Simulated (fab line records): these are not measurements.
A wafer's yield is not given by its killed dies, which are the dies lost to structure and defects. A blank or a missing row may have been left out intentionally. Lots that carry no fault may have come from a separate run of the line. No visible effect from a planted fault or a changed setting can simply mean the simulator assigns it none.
Chamber matching / flow n5_finfet / rie_diel-01 running N5_BEOL_M13_ETCH_67: 4 sister chambers
The step etches SiARC in CF4, target depth 143 nm, time 238.3 s. 4 wafers are shown with their chamber, then 7 later ones without.

== WAFERS WITH THEIR CHAMBER ==
wafer=L079.5; chamber=3; throttle_valve_pct (%)=15.63
wafer=L077.6; chamber=0; throttle_valve_pct (%)=15.33
wafer=L084.3; chamber=1; throttle_valve_pct (%)=15.31
wafer=L084.4; chamber=2; throttle_valve_pct (%)=15.26

== WAFERS WHOSE CHAMBER IS MISSING ==
wafer=L084.6; throttle_valve_pct (%)=15.27
wafer=L087.2; throttle_valve_pct (%)=15.64
wafer=L087.5; throttle_valve_pct (%)=15.27
wafer=L087.6; throttle_valve_pct (%)=15.33
wafer=L091.2; throttle_valve_pct (%)=15.35
wafer=L091.3; throttle_valve_pct (%)=15.30
wafer=L091.5; throttle_valve_pct (%)=15.37

== WHICH CHAMBER EACH ONE RAN IN ==
wafer=L084.6; from the rows above=can't be placed: 2 or 1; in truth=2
wafer=L087.2; from the rows above=3; in truth=3
wafer=L087.5; from the rows above=can't be placed: 2 or 1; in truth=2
wafer=L087.6; from the rows above=can't be placed: 0 or 1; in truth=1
wafer=L091.2; from the rows above=can't be placed: 0 or 1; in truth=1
wafer=L091.3; from the rows above=can't be placed: 1 or 0 or 2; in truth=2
wafer=L091.5; from the rows above=can't be placed: 0 or 1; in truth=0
Correctly placed: 1 of 7. These rows do not allow placing 6 (true chamber among the candidates in 6). Placed wrongly: 0.
How it was worked out, from the rows above alone: a wafer's distance from a chamber is the root of the sum, over the readings, of the square of ((its reading less the chamber's mean) divided by the reading's scatter). The wafer belongs to the nearest chamber; if the next one is less than 2 further off, it can't be placed. For every chamber, the mean is computed from those of its wafers that are shown. The scatter: with one shown wafer a chamber, the root of the mean of the squares of how far each hidden wafer lies from its nearest shown one.
